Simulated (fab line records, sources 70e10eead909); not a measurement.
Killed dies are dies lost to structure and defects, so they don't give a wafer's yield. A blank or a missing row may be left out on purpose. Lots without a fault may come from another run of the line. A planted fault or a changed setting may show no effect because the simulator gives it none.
A struck lot beside a sound one | flow nand_harc | 14 steps out of a route of 1302
Sound: wafers L668.1, L668.3, L668.4. Struck: wafer L657.6. (L657.1, L657.2 of the same lot were not struck and are left out.) The cause comes at the end.
At each step with rows: each side's tool, then ch and its chambers, then its first start. Under that, the readings that differ: sound wafers | struck wafers | difference of the means | sigmas: that difference in standard deviations of wafers without a fault.
alike: readings whose means differ by less than 2 such deviations, and words and numbers that are the same on both sides. not compared: withheld readings, readings that some wafer has no value for, bounds like >300 that may hide the same value, and numbers for which the record gives no deviation and whose values overlap.
The two part at a step that has a row with sigmas, a row that says differs or no value, or rows on one side only. Numbers that don't overlap but have no deviation are shown without sigmas and don't part them. A reading that every wafer of one side lacks parts them only if that side has two wafers or more.

NHARC_A_SLIT_ETCH_26: etches the open film in C4F8/O2/Ar, time 90 s, target depth 400 nm.
  sound on har_etch-02 ch 0,1, day 26 01:48; struck on har_etch-02 ch 0, day 21 17:27
  alike: drypump_motor_current_A, showerhead_plenum_p_Torr, throttle_valve_pct
  not compared: rf_hours_counter_h
then, 1 step without rows for these wafers: NHARC_A_SLIT_STRIP_28 (strips in O2/COS).
NHARC_A_SLIT_ETCH_29: etches the open film in CF4/O2, target depth 100 nm, overetch 10 nm, time 55 s.
  sound on rie_diel-11 ch 1,2,3, day 26 02:41; struck on rie_diel-12 ch 3, day 21 18:20
  alike: drypump_motor_current_A, oes_o_777_au, oes_product_au, rf_vpp_V, showerhead_plenum_p_Torr, throttle_valve_pct
  not compared: rf_hours_counter_h
NHARC_A_SLIT_STRIP_18: strips in O2.
  sound on rie_diel-11 ch 0,1,2; struck on rie_diel-12 ch 3
  alike: drypump_motor_current_A, oes_product_au, rf_vpp_V, showerhead_plenum_p_Torr, throttle_valve_pct
  not compared: rf_hours_counter_h
then, 2 steps without rows for these wafers: NHARC_A_SLIT_PRECLEAN_19 (cleans in SC1); NHARC_A_SLIT_SRD_20.
NHARC_A_SLIT_CD_MEAS_21:
  sound on cd_sem-02, day 26 03:13; struck on cd_sem-01, day 21 18:53
  alike: cd_nm
then, 3 steps without rows for these wafers: NHARC_A_SIN_REMOVE_WET_00 (chemistry H3PO4, time 15300 s); NHARC_A_SIN_REMOVE_PRECLEAN_01 (cleans in SC1); NHARC_A_SIN_REMOVE_SRD_02.
NHARC_A_SIN_REMOVE_INSPECT_04:
  sound on defect_inspect-02, day 26 09:50; struck on defect_inspect-02, day 22 01:31
  alike: raw_defect_count
NHARC_A_WL_FILL_ALD_00: deposits Al2O3, target thk 3 nm, pulse time 3 s, ald cycles 30.
  sound on ald_hk-02 ch 0,2,3, day 26 09:54; struck on ald_hk-01 ch 3, day 22 01:35
  reading    | sound    | struck | difference | sigmas
  ald_cycles | 30 30 30 | 35     | +5         |
  alike: heater_power_outer_w, heater_power_w, precursor_pulse_height_rel
NHARC_A_WL_FILL_RTA_01: time 5 s.
  sound on rtp_anneal-02 ch 0, day 26 10:10; struck on rtp_anneal-01 ch 0, day 22 01:51
  alike: lamp_power_pct, lamp_zone_1_pct, wafer_temp_C_max
-- the record jumps here: 4 days lie between the struck wafers' starts before and after (it left off in module A_WL_FILL and takes up again in module END, whose first step shown is number 1302 of the route) --
NHARC_END_SORT_01:
  the record has rows for the struck wafers here (prober-01 ch 0, day 26 12:26) and none for the sound ones

WHERE THEY PART
Only at NHARC_END_SORT_01, within this record.

WHY: what the simulator had put in
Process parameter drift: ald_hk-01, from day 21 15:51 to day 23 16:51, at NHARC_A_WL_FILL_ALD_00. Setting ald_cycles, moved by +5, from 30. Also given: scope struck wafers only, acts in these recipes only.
